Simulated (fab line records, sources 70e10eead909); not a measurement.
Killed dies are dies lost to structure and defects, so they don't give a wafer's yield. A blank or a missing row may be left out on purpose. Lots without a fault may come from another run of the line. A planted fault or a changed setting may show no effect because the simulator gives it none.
Which tool did it? | flow nand_harc | 24 lots, 72 wafers sampled, at 5 steps of a route of 1302

WHAT THE GAUGES READ, wafer by wafer
NHARC_A_M1_INSPECT_11. Usual: raw_defect_count 85, standard deviation 43.
lot  | measured     | on                | raw_defect_count | flag
L074 | day 22 19:04 | defect_inspect-01 | 148 136 149      |
L076 | day 23 12:03 | defect_inspect-02 | 54 72 63         |
L077 | day 23 14:49 | defect_inspect-02 | 96 113 121       |
L078 | day 24 08:39 | defect_inspect-01 | 21 11 16         |
L079 | day 24 19:16 | defect_inspect-01 | 78 63 69         |
L081 | day 25 23:43 | defect_inspect-01 | 25 26 20         |
L075 | day 26 04:02 | defect_inspect-02 | 100 132 128      |
L080 | day 26 06:02 | defect_inspect-01 | 122 120 119      |
L082 | day 26 15:03 | defect_inspect-01 | 76 88 95         |
L083 | day 26 18:33 | defect_inspect-02 | 135 118 137      |
L084 | day 26 19:16 | defect_inspect-02 | 43 44 44         |
L085 | day 27 15:59 | defect_inspect-02 | 16 18 25         |
L086 | day 28 02:04 | defect_inspect-01 | 159 152 159      |
L087 | day 28 17:00 | defect_inspect-01 | 63 81 68         |
L090 | day 28 23:17 | defect_inspect-02 | 19 31 23         |
L089 | day 28 23:49 | defect_inspect-01 | 146 143 147      |
L088 | day 29 09:38 | defect_inspect-01 | 121 107 120      |
L092 | day 29 11:33 | defect_inspect-02 | 58 66 68         |
L091 | day 29 15:13 | defect_inspect-02 | 117 122 116      |
L093 | day 30 12:14 | defect_inspect-02 | 112 124 120      |
L095 | day 31 20:28 | defect_inspect-01 | 86 84 79         |
L096 | day 31 23:32 | defect_inspect-02 | 27 21 21         |
L094 | day 32 03:16 | defect_inspect-01 | 86 87 78         |
L097 | day 32 07:11 | defect_inspect-01 | 97 88 89         |

NHARC_A_M1_INSPECT_27. Usual: raw_defect_count 534, standard deviation 110.
lot  | measured     | on                | raw_defect_count | flag
L074 | day 22 21:41 | defect_inspect-01 | 666 507 591      |
L076 | day 23 14:44 | defect_inspect-02 | 453 562 476      |
L077 | day 23 17:32 | defect_inspect-01 | 578 530 514      |
L078 | day 24 11:17 | defect_inspect-02 | 604 443 429      |
L079 | day 24 21:54 | defect_inspect-02 | 444 506 632      |
L081 | day 26 02:48 | defect_inspect-01 | 505 579 468      |
L075 | day 26 06:40 | defect_inspect-02 | 493 443 574      |
L080 | day 26 08:39 | defect_inspect-02 | 476 440 519      |
L082 | day 26 18:01 | defect_inspect-02 | 476 384 448      |
L083 | day 26 21:29 | defect_inspect-01 | 494 566 451      |
L084 | day 26 22:13 | defect_inspect-02 | 433 388 401      |
L085 | day 27 19:02 | defect_inspect-02 | 620 440 458      |
L086 | day 28 04:42 | defect_inspect-01 | 569 566 568      |
L087 | day 28 21:32 | defect_inspect-01 | 333 389 345      |
L090 | day 29 01:55 | defect_inspect-01 | 514 475 705      |
L089 | day 29 02:29 | defect_inspect-02 | 606 601 647      |
L088 | day 29 12:16 | defect_inspect-01 | 891 683 717      |
L092 | day 29 14:12 | defect_inspect-01 | 481 626 450      |
L091 | day 29 17:51 | defect_inspect-01 | 674 744 672      |
L093 | day 30 14:52 | defect_inspect-01 | 491 552 462      |
L095 | day 31 23:11 | defect_inspect-01 | 476 500 568      |
L096 | day 32 02:10 | defect_inspect-01 | 572 677 583      |
L094 | day 32 05:54 | defect_inspect-01 | 468 461 486      |
L097 | day 32 09:49 | defect_inspect-01 | 500 504 646      |

WHICH TOOL RAN EACH LOT (tool, then ch and the chambers of the sampled wafers, then the start)
lot  | NHARC_A_BLC_STRIP_21               | NHARC_A_M0_DESCUM_14               | NHARC_A_M0_ETCH_34
L074 | rie_diel-05 ch 0,1, day 22 12:07   | rie_diel-11 ch 1,2,3, day 22 15:06 | rie_diel-11 ch 1,2,3, day 22 15:10
L076 | rie_diel-01 ch 0,1,2, day 23 05:10 | rie_diel-11 ch 1,2, day 23 08:03   | rie_diel-11 ch 0,2,3, day 23 08:08
L077 | rie_diel-05 ch 1,2, day 23 07:40   | rie_diel-07 ch 1,2, day 23 10:34   | rie_diel-07 ch 1,2, day 23 10:42
L078 | rie_diel-05 ch 0,1,2, day 24 01:48 | rie_diel-11 ch 0,2, day 24 04:40   | rie_diel-11 ch 2,3, day 24 04:46
L079 | rie_diel-05 ch 0,2, day 24 12:20   | rie_diel-04 ch 0,3, day 24 15:22   | rie_diel-04 ch 0,3, day 24 15:28
L081 | rie_diel-01 ch 1,3, day 25 16:46   | rie_diel-04 ch 0,2,3, day 25 19:40 | rie_diel-04 ch 1,2, day 25 19:44
L075 | rie_diel-05 ch 0,2,3, day 25 20:47 | rie_diel-11 ch 0,1,2, day 25 23:42 | rie_diel-11 ch 0,1,2, day 25 23:47
L080 | rie_diel-01 ch 1,2, day 25 22:56   | rie_diel-07 ch 1,2, day 26 01:49   | rie_diel-07 ch 1,2,3, day 26 01:55
L082 | rie_diel-01 ch 0,1,3, day 26 07:47 | rie_diel-07 ch 1,2,3, day 26 10:43 | rie_diel-07 ch 1,2,3, day 26 10:48
L083 | rie_diel-09 ch 0,2,3, day 26 11:44 | rie_diel-04 ch 0,1, day 26 14:37   | rie_diel-04 ch 0,1,2, day 26 14:42
L084 | rie_diel-05 ch 0,3, day 26 11:50   | rie_diel-04 ch 0,1,2, day 26 15:02 | rie_diel-04 ch 1,3, day 26 15:08
L085 | rie_diel-09 ch 1,2, day 27 09:12   | rie_diel-04 ch 0,2, day 27 11:58   | rie_diel-04 ch 0,1,3, day 27 12:04
L086 | rie_diel-05 ch 1,2,3, day 27 18:53 | rie_diel-04 ch 0,3, day 27 21:40   | rie_diel-04 ch 0,1,3, day 27 21:45
L087 | rie_diel-09 ch 1,2, day 28 10:08   | rie_diel-07 ch 0,2,3, day 28 13:02 | rie_diel-07 ch 0,1,3, day 28 13:07
L090 | rie_diel-05 ch 0,2,3, day 28 15:25 | rie_diel-04 ch 0,2,3, day 28 18:12 | rie_diel-04 ch 0,1,3, day 28 18:17
L089 | rie_diel-05 ch 1,2,3, day 28 16:09 | rie_diel-07 ch 1,2, day 28 19:05   | rie_diel-07 ch 0,1,2, day 28 19:11
L088 | rie_diel-01 ch 0,1,2, day 29 02:51 | rie_diel-11 ch 0,1, day 29 05:44   | rie_diel-11 ch 1,2, day 29 05:49
L092 | rie_diel-01 ch 0,2,3, day 29 04:43 | rie_diel-07 ch 0,1,2, day 29 07:29 | rie_diel-07 ch 0,1,2, day 29 07:35
L091 | rie_diel-05 ch 0,1,2, day 29 08:11 | rie_diel-07 ch 1,2, day 29 11:02   | rie_diel-07 ch 0,3, day 29 11:07
L093 | rie_diel-01 ch 2,3, day 30 05:18   | rie_diel-07 ch 0,2,3, day 30 08:11 | rie_diel-07 ch 0,3, day 30 08:16
L095 | rie_diel-01 ch 1,2, day 31 13:51   | rie_diel-04 ch 2,3, day 31 16:36   | rie_diel-04 ch 1,2,3, day 31 16:42
L096 | rie_diel-05 ch 0,2,3, day 31 16:17 | rie_diel-11 ch 0,2,3, day 31 19:37 | rie_diel-11 ch 1,3, day 31 19:41
L094 | rie_diel-05 ch 0,1,3, day 31 20:25 | rie_diel-07 ch 0,1, day 31 23:13   | rie_diel-07 ch 0,2,3, day 31 23:19
L097 | rie_diel-05 ch 0,1,3, day 31 23:48 | rie_diel-04 ch 0,3, day 32 02:41   | rie_diel-04 ch 0,1, day 32 02:46
- NHARC_A_BLC_STRIP_21: strips in O2.
- NHARC_A_M0_DESCUM_14: chemistry O2, time 3 s.
- NHARC_A_M0_ETCH_34: etches the open film in N2/H2, target depth 40 nm, overetch 12 nm, time 43.94 s.

WHAT THE TOOLS THEMSELVES READ (means of the sampled wafers that have a number; where no wafer has one, the mark that the record gives instead)
NHARC_A_BLC_STRIP_21. Usual: drypump_motor_current_A 5.8 A, standard deviation 0.42; oes_product_au 0.999 a.u., standard deviation 0.0092; rf_vpp_V 57.8 V, standard deviation 0.85; showerhead_plenum_p_Torr 3.59 Torr, standard deviation 0.13; throttle_valve_pct 17.038 %, standard deviation 0.0092.
lot  | tool        | drypump_motor_current_A (A) | oes_product_au (a.u.) | rf_vpp_V (V) | showerhead_plenum_p_Torr (Torr) | throttle_valve_pct (%) | flag
L074 | rie_diel-05 | 5.5                         | 0.986                 | 58.3         | 3.65                            | 17.050                 |
L076 | rie_diel-01 | 5.4                         | 1.008                 | 58.4         | 3.66                            | 17.031                 |
L077 | rie_diel-05 | 6.1                         | 0.981                 | 57.4         | 3.50                            | 17.040                 |
L078 | rie_diel-05 | 5.8                         | 0.991                 | 57.5         | 3.55                            | 17.032                 |
L079 | rie_diel-05 | 5.6                         | 0.990                 | 57.9         | 3.51                            | 17.035                 |
L081 | rie_diel-01 | 5.8                         | 0.997                 | 57.0         | 3.64                            | 17.041                 |
L075 | rie_diel-05 | 5.9                         | 1.006                 | 56.8         | 3.54                            | 17.038                 |
L080 | rie_diel-01 | 5.5                         | 1.013                 | 57.3         | 3.71                            | 17.040                 |
L082 | rie_diel-01 | 5.5                         | 1.001                 | 57.8         | 3.62                            | 17.032                 |
L083 | rie_diel-09 | 5.9                         | 1.007                 | 58.2         | 3.58                            | 17.031                 |
L084 | rie_diel-05 | 5.8                         | 1.000                 | 58.3         | 3.62                            | 17.038                 |
L085 | rie_diel-09 | 5.8                         | 1.010                 | 57.6         | 3.41                            | 17.037                 |
L086 | rie_diel-05 | 6.0                         | 0.994                 | 57.5         | 3.57                            | 17.039                 |
L087 | rie_diel-09 | 5.9                         | 0.999                 | 57.2         | 3.41                            | 17.039                 |
L090 | rie_diel-05 | 5.9                         | 1.005                 | 57.9         | 3.53                            | 17.038                 |
L089 | rie_diel-05 | 6.0                         | 0.998                 | 58.0         | 3.57                            | 17.037                 |
L088 | rie_diel-01 | 5.3                         | 1.006                 | 58.7         | 3.65                            | 17.037                 |
L092 | rie_diel-01 | 5.5                         | 0.994                 | 57.2         | 3.58                            | 17.044                 |
L091 | rie_diel-05 | 5.8                         | 0.996                 | 58.2         | 3.54                            | 17.047                 |
L093 | rie_diel-01 | 5.9                         | 1.010                 | 57.5         | 3.60                            | 17.038                 |
L095 | rie_diel-01 | 5.5                         | 1.003                 | 58.1         | 3.70                            | 17.049                 |
L096 | rie_diel-05 | 5.8                         | 0.995                 | 57.2         | 3.53                            | 17.033                 |
L094 | rie_diel-05 | 5.6                         | 0.993                 | 57.0         | 3.62                            | 17.041                 |
L097 | rie_diel-05 | 5.6                         | 0.994                 | 57.5         | 3.62                            | 17.041                 |

NHARC_A_M0_DESCUM_14. Usual: drypump_motor_current_A 5.9 A, standard deviation 0.47; oes_product_au 0.995 a.u., standard deviation 0.01; rf_vpp_V 57.7 V, standard deviation 0.92; showerhead_plenum_p_Torr 1.91 Torr, standard deviation 0.083; throttle_valve_pct 11.312 %, standard deviation 0.0085.
lot  | tool        | drypump_motor_current_A (A) | oes_product_au (a.u.) | rf_vpp_V (V) | showerhead_plenum_p_Torr (Torr) | throttle_valve_pct (%) | flag
L074 | rie_diel-11 | 5.7                         | 0.998                 | 58.2         | 1.93                            | 11.302                 |
L076 | rie_diel-11 | 5.5                         | 0.993                 | 57.5         | 1.96                            | 11.311                 |
L077 | rie_diel-07 | 6.3                         | 1.000                 | 57.6         | 1.90                            | 11.304                 |
L078 | rie_diel-11 | 5.7                         | 0.992                 | 57.5         | 1.92                            | 11.314                 |
L079 | rie_diel-04 | 6.1                         | 0.989                 | 58.6         | 2.04                            | 11.320                 |
L081 | rie_diel-04 | 6.2                         | 0.981                 | 58.1         | 1.99                            | 11.302                 |
L075 | rie_diel-11 | 5.5                         | 0.999                 | 58.1         | 1.92                            | 11.312                 |
L080 | rie_diel-07 | 6.0                         | 0.996                 | 58.2         | 1.85                            | 11.313                 |
L082 | rie_diel-07 | 6.2                         | 0.998                 | 57.4         | 1.85                            | 11.317                 |
L083 | rie_diel-04 | 5.7                         | 0.988                 | 58.8         | 1.98                            | 11.320                 |
L084 | rie_diel-04 | 5.8                         | 0.981                 | 56.6         | 1.93                            | 11.317                 |
L085 | rie_diel-04 | 6.3                         | 0.980                 | 58.2         | 1.94                            | 11.309                 |
L086 | rie_diel-04 | 6.0                         | 0.983                 | 58.3         | 2.04                            | 11.307                 |
L087 | rie_diel-07 | 6.3                         | 1.002                 | 58.0         | 1.85                            | 11.319                 |
L090 | rie_diel-04 | 6.2                         | 0.994                 | 57.8         | 1.99                            | 11.317                 |
L089 | rie_diel-07 | 6.3                         | 0.999                 | 56.6         | 1.90                            | 11.311                 |
L088 | rie_diel-11 | 5.3                         | 1.003                 | 57.3         | 1.92                            | 11.314                 |
L092 | rie_diel-07 | 6.1                         | 1.009                 | 56.6         | 1.86                            | 11.302                 |
L091 | rie_diel-07 | 6.1                         | 1.001                 | 57.0         | 1.85                            | 11.310                 |
L093 | rie_diel-07 | 6.3                         | 0.997                 | 57.4         | 1.85                            | 11.306                 |
L095 | rie_diel-04 | 6.3                         | 0.994                 | 58.5         | 1.95                            | 11.311                 |
L096 | rie_diel-11 | 5.9                         | 1.009                 | 56.9         | 1.89                            | 11.316                 |
L094 | rie_diel-07 | 5.9                         | 0.989                 | 58.3         | 1.82                            | 11.307                 |
L097 | rie_diel-04 | 6.1                         | 0.986                 | 58.2         | 2.04                            | 11.313                 |

NHARC_A_M0_ETCH_34. Usual: drypump_motor_current_A 5.9 A, standard deviation 0.5; oes_product_au 0.997 a.u., standard deviation 0.01; rf_vpp_V 430.4 V, standard deviation 2.6; showerhead_plenum_p_Torr 2.03 Torr, standard deviation 0.089; throttle_valve_pct 14.171 %, standard deviation 0.0099.
lot  | tool        | drypump_motor_current_A (A) | oes_product_au (a.u.) | rf_vpp_V (V) | showerhead_plenum_p_Torr (Torr) | throttle_valve_pct (%) | flag
L074 | rie_diel-11 | 5.8                         | 0.987                 | 431.0        | 2.06                            | 14.178                 |
L076 | rie_diel-11 | 6.0                         | 0.997                 | 430.5        | 2.02                            | 14.176                 |
L077 | rie_diel-07 | 6.0                         | 1.006                 | 429.1        | 1.98                            | 14.169                 |
L078 | rie_diel-11 | 5.9                         | 0.985                 | 431.6        | 2.06                            | 14.173                 |
L079 | rie_diel-04 | 6.0                         | 0.993                 | 434.4        | 2.18                            | 14.173                 |
L081 | rie_diel-04 | 6.0                         | 0.985                 | 429.7        | 2.02                            | 14.164                 |
L075 | rie_diel-11 | 5.5                         | 0.991                 | 431.5        | 2.05                            | 14.172                 |
L080 | rie_diel-07 | 6.2                         | 1.010                 | 429.3        | 1.97                            | 14.172                 |
L082 | rie_diel-07 | 6.2                         | 1.002                 | 428.2        | 1.97                            | 14.170                 |
L083 | rie_diel-04 | 5.8                         | 0.988                 | 430.9        | 2.06                            | 14.180                 |
L084 | rie_diel-04 | 5.3                         | 0.993                 | 431.9        | 2.06                            | 14.174                 |
L085 | rie_diel-04 | 5.7                         | 0.998                 | 432.5        | 2.12                            | 14.164                 |
L086 | rie_diel-04 | 5.6                         | 0.984                 | 432.4        | 2.11                            | 14.171                 |
L087 | rie_diel-07 | 6.0                         | 1.001                 | 427.2        | 1.93                            | 14.175                 |
L090 | rie_diel-04 | 5.7                         | 0.998                 | 432.9        | 2.11                            | 14.162                 |
L089 | rie_diel-07 | 6.1                         | 0.998                 | 428.5        | 1.98                            | 14.168                 |
L088 | rie_diel-11 | 5.5                         | 1.003                 | 431.4        | 2.09                            | 14.175                 |
L092 | rie_diel-07 | 6.1                         | 0.996                 | 428.5        | 1.98                            | 14.177                 |
L091 | rie_diel-07 | 6.2                         | 1.000                 | 427.8        | 1.93                            | 14.164                 |
L093 | rie_diel-07 | 6.2                         | 1.010                 | 427.7        | 1.93                            | 14.176                 |
L095 | rie_diel-04 | 5.8                         | 0.994                 | 432.1        | 2.07                            | 14.173                 |
L096 | rie_diel-11 | 5.5                         | 1.012                 | 431.3        | 2.06                            | 14.178                 |
L094 | rie_diel-07 | 6.3                         | 0.999                 | 428.6        | 1.98                            | 14.171                 |
L097 | rie_diel-04 | 5.3                         | 0.995                 | 430.3        | 2.05                            | 14.170                 |

THE ANSWER, worked out from the rows above alone
Rule: a lot is off if the mean of its wafers that have a number lies more than 3 standard deviations from the usual mean. A lot without any number at a reading at which 4 lots or more have one is off too. The other lots that the step has rows for count as sound. The gauges are gone through in route order, then the tools' own readings, and for those a lot's mean is taken as printed above. The first step at which some lot is off is used, and at that step the reading that is off furthest; a lot without a number counts as furthest.
No lot is off at any reading shown: from this, nothing can be told.

WHAT THE SIMULATOR HAD PUT IN
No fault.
